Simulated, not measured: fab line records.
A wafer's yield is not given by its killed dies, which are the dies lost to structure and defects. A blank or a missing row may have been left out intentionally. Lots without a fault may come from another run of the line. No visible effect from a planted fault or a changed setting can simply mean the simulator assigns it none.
Which tool did it? | flow n5-finfet | 10 lots with 30 wafers sampled at 5 steps, on a route of 1938 steps

WHAT THE GAUGES SHOWED, per wafer
N5_SD_EPI_N_EPI_MEAS_23. Usual: 59.1 nm for thk-nm, sd 1.1.
lot  | measured    | on            | thk-nm (nm)    | flag
L781 | day 3 05:48 | film-metro-02 | 58.6 56.7 59.4 |
L783 | day 3 18:38 | film-metro-01 | 60.4 61.2 58.8 |
L785 | day 4 03:50 | film-metro-02 | 58.1 57.3 61.3 |
L788 | day 4 22:20 | film-metro-01 | 58.9 59.9 58.2 |
L789 | day 5 06:13 | film-metro-02 | 58.2 60.8 60.3 |
L797 | day 7 05:15 | film-metro-01 | 45.7 45.8 45.4 | OFF
L799 | day 7 17:05 | film-metro-02 | 42.9 44.2 45.2 | OFF
L801 | day 8 04:35 | film-metro-02 | 60.1 58.2 60.4 |
L802 | day 8 11:05 | film-metro-01 | 58.2 59.1 61.9 |
L804 | day 9 02:40 | film-metro-01 | 58.9 59.1 56.6 |

EACH LOT AND THE TOOL THAT RAN IT (in order: tool; ch and the chambers of the sampled wafers; start)
lot  | N5_SD_EPI_N_ETCH_34               | N5_SD_EPI_N_ETCH_16               | N5_SD_EPI_N_STRIP_38                | N5_SD_EPI_N_EPI_21
L781 | rie-diel-03 ch 0,2,3, day 3 02:26 | rie-diel-03 ch 0,2,3, day 3 03:01 | plasma-asher-01 ch 0,1, day 3 03:11 | epi-rpcvd-02 ch 0, day 3 04:05
L783 | rie-diel-03 ch 1,2,3, day 3 14:32 | rie-diel-03 ch 1,2,3, day 3 15:07 | plasma-asher-01 ch 0, day 3 15:17   | epi-rpcvd-04 ch 0, day 3 16:44
L785 | rie-diel-04 ch 0,1,2, day 3 23:44 | rie-diel-04 ch 0,1,2, day 4 00:19 | plasma-asher-01 ch 0, day 4 00:29   | epi-rpcvd-04 ch 0, day 4 01:34
L788 | rie-diel-01 ch 0,1, day 4 18:59   | rie-diel-01 ch 0,1, day 4 19:34   | plasma-asher-02 ch 0,1, day 4 19:44 | epi-rpcvd-04 ch 0, day 4 20:37
L789 | rie-diel-04 ch 0,2,3, day 5 02:52 | rie-diel-04 ch 0,2,3, day 5 03:26 | plasma-asher-01 ch 0,1, day 5 03:37 | epi-rpcvd-02 ch 0, day 5 04:31
L797 | rie-diel-04 ch 0,1,2, day 7 01:54 | rie-diel-04 ch 0,1,2, day 7 02:29 | plasma-asher-01 ch 0,1, day 7 02:39 | epi-rpcvd-02 ch 0, day 7 03:32
L799 | rie-diel-01 ch 1,2,3, day 7 12:01 | rie-diel-01 ch 1,2,3, day 7 12:35 | plasma-asher-01 ch 1, day 7 12:46   | epi-rpcvd-02 ch 0, day 7 14:34
L801 | rie-diel-03 ch 1,3, day 8 00:36   | rie-diel-03 ch 1,3, day 8 01:11   | plasma-asher-02 ch 1, day 8 01:21   | epi-rpcvd-04 ch 0, day 8 02:40
L802 | rie-diel-03 ch 1,2, day 8 07:24   | rie-diel-03 ch 1,2, day 8 08:16   | plasma-asher-02 ch 0,1, day 8 08:28 | epi-rpcvd-04 ch 0, day 8 09:22
L804 | rie-diel-03 ch 0,1,2, day 8 22:34 | rie-diel-03 ch 0,1,2, day 8 23:08 | plasma-asher-02 ch 0,1, day 8 23:18 | epi-rpcvd-03 ch 0, day 9 00:22
- N5_SD_EPI_N_ETCH_34: etches SiARC in CF4, target depth 45.5 nm, time 75.8 s.
- N5_SD_EPI_N_ETCH_16: etches SiO2 in CHF3/O2, target depth 5 nm.
- N5_SD_EPI_N_STRIP_38: strips in N2/H2.
- N5_SD_EPI_N_EPI_21: deposits Si:P, time 690 s.

WHAT THE TOOLS THEMSELVES READ (means of the sampled wafers that have a number; where no wafer has one, the mark that the record gives instead)
N5_SD_EPI_N_ETCH_34. Usual: drypump-motor-current-A 5.6 A, standard deviation 0.54; etch-rf-on-time-s 75.6 s, standard deviation 1.1; oes-product-au 0.70 a.u., standard deviation 0.083; rf-vpp-V 184.2 V, standard deviation 1.2; showerhead-plenum-p-Torr 2.16 Torr, standard deviation 0.085; throttle-valve-pct 15.57 %, standard deviation 0.21.
lot  | tool        | drypump-motor-current-A (A) | etch-rf-on-time-s (s) | oes-product-au (a.u.) | rf-vpp-V (V) | showerhead-plenum-p-Torr (Torr) | throttle-valve-pct (%) | flag
L781 | rie-diel-03 | 5.2                         | 76.6                  | 0.63                  | 184.5        | 2.13                            | 15.72                  |
L783 | rie-diel-03 | 5.5                         | 75.4                  | 0.69                  | 184.5        | 2.18                            | 15.65                  |
L785 | rie-diel-04 | 5.5                         | 75.7                  | 0.72                  | 183.8        | 2.10                            | 15.44                  |
L788 | rie-diel-01 | 5.3                         | 74.9                  | 0.78                  | 185.4        | 2.24                            | 15.43                  |
L789 | rie-diel-04 | 5.8                         | 76.4                  | 0.70                  | 183.8        | 2.10                            | 15.56                  |
L797 | rie-diel-04 | 5.5                         | 76.2                  | 0.75                  | 184.4        | 2.18                            | 15.32                  |
L799 | rie-diel-01 | 5.6                         | 74.0                  | 0.79                  | 184.7        | 2.22                            | 15.47                  |
L801 | rie-diel-03 | 5.4                         | 74.6                  | 0.66                  | 185.4        | 2.23                            | 15.77                  |
L802 | rie-diel-03 | 6.1                         | 76.2                  | 0.70                  | 184.9        | 2.19                            | 15.59                  |
L804 | rie-diel-03 | 5.8                         | 75.5                  | 0.73                  | 183.5        | 2.14                            | 15.51                  |

N5_SD_EPI_N_ETCH_16. Usual: drypump-motor-current-A 5.6 A, standard deviation 0.55; oes-product-au 0.82 a.u., standard deviation 0.099; rf-vpp-V 525 V, standard deviation 6; showerhead-plenum-p-Torr 2.43 Torr, standard deviation 0.097; throttle-valve-pct 18.86 %, standard deviation 0.19.
lot  | tool        | drypump-motor-current-A (A) | oes-product-au (a.u.) | rf-vpp-V (V) | showerhead-plenum-p-Torr (Torr) | throttle-valve-pct (%) | flag
L781 | rie-diel-03 | 5.2                         | 0.74                  | 523          | 2.40                            | 18.98                  |
L783 | rie-diel-03 | 5.5                         | 0.81                  | 527          | 2.46                            | 18.96                  |
L785 | rie-diel-04 | 5.5                         | 0.83                  | 524          | 2.36                            | 18.74                  |
L788 | rie-diel-01 | 5.3                         | 0.90                  | 532          | 2.53                            | 18.77                  |
L789 | rie-diel-04 | 5.8                         | 0.82                  | 525          | 2.37                            | 18.86                  |
L797 | rie-diel-04 | 5.5                         | 0.89                  | 527          | 2.45                            | 18.64                  |
L799 | rie-diel-01 | 5.6                         | 0.91                  | 527          | 2.50                            | 18.81                  |
L801 | rie-diel-03 | 5.4                         | 0.76                  | 529          | 2.50                            | 19.06                  |
L802 | rie-diel-03 | 6.1                         | 0.83                  | 526          | 2.46                            | 18.91                  |
L804 | rie-diel-03 | 5.8                         | 0.86                  | 524          | 2.40                            | 18.80                  |

N5_SD_EPI_N_STRIP_38. Usual: drypump-motor-current-A 5.8 A, standard deviation 0.52; heater-power-w 353 W, standard deviation 51; oes-product-au 0.763 a.u., standard deviation 0.013.
lot  | tool            | drypump-motor-current-A (A) | heater-power-w (W) | oes-product-au (a.u.) | flag
L781 | plasma-asher-01 | 6.4                         | 327                | 0.774                 |
L783 | plasma-asher-01 | 6.0                         | 272                | 0.749                 |
L785 | plasma-asher-01 | 6.1                         | 268                | 0.756                 |
L788 | plasma-asher-02 | 5.6                         | 394                | 0.759                 |
L789 | plasma-asher-01 | 6.2                         | 300                | 0.758                 |
L797 | plasma-asher-01 | 6.3                         | 326                | 0.760                 |
L799 | plasma-asher-01 | 6.5                         | 358                | 0.761                 |
L801 | plasma-asher-02 | 5.8                         | 417                | 0.774                 |
L802 | plasma-asher-02 | 5.6                         | 399                | 0.763                 |
L804 | plasma-asher-02 | 5.4                         | 364                | 0.751                 |

N5_SD_EPI_N_EPI_21. Usual: 255.1 Torr for chamber-pressure-Torr, sd 0.65.
lot  | tool         | chamber-pressure-Torr (Torr) | flag
L781 | epi-rpcvd-02 | 255.0                        |
L783 | epi-rpcvd-04 | 255.8                        |
L785 | epi-rpcvd-04 | 254.7                        |
L788 | epi-rpcvd-04 | 254.9                        |
L789 | epi-rpcvd-02 | 255.2                        |
L797 | epi-rpcvd-02 | 124.7                        | OFF
L799 | epi-rpcvd-02 | 124.6                        | OFF
L801 | epi-rpcvd-04 | 255.4                        |
L802 | epi-rpcvd-04 | 255.0                        |
L804 | epi-rpcvd-03 | 255.3                        |

THE ANSWER, worked out from the rows above alone
Rule: lot off if the mean of its wafers having a number is beyond 3 standard deviations from the usual mean. A lot without any number at a reading at which 4 lots or more have one is off too. Any other lot the step has rows for is counted as sound. Order of review: gauges by route order, followed by the tools' own readings, for which a lot's mean as printed above is used. At the first step where some lot is off, the reading lying furthest off is the one used; lots without a number count as furthest.
Off: L797, L799 (N5_SD_EPI_N_EPI_MEAS_23, thk-nm).
A tool fits if, at a process step before that reading, it ran every lot that is off, and no sound lot after the first of them. The gauges at N5_SD_EPI_N_EPI_MEAS_23 aren't tried: what is off there is off at N5_SD_EPI_N_EPI_21 too, on other tools, and a gauge's error can't cause that. Can't be told from this: 2 tools fit, plasma-asher-01 at N5_SD_EPI_N_STRIP_38, epi-rpcvd-02 at N5_SD_EPI_N_EPI_21.

WHAT HAD BEEN PUT IN BY THE SIMULATOR
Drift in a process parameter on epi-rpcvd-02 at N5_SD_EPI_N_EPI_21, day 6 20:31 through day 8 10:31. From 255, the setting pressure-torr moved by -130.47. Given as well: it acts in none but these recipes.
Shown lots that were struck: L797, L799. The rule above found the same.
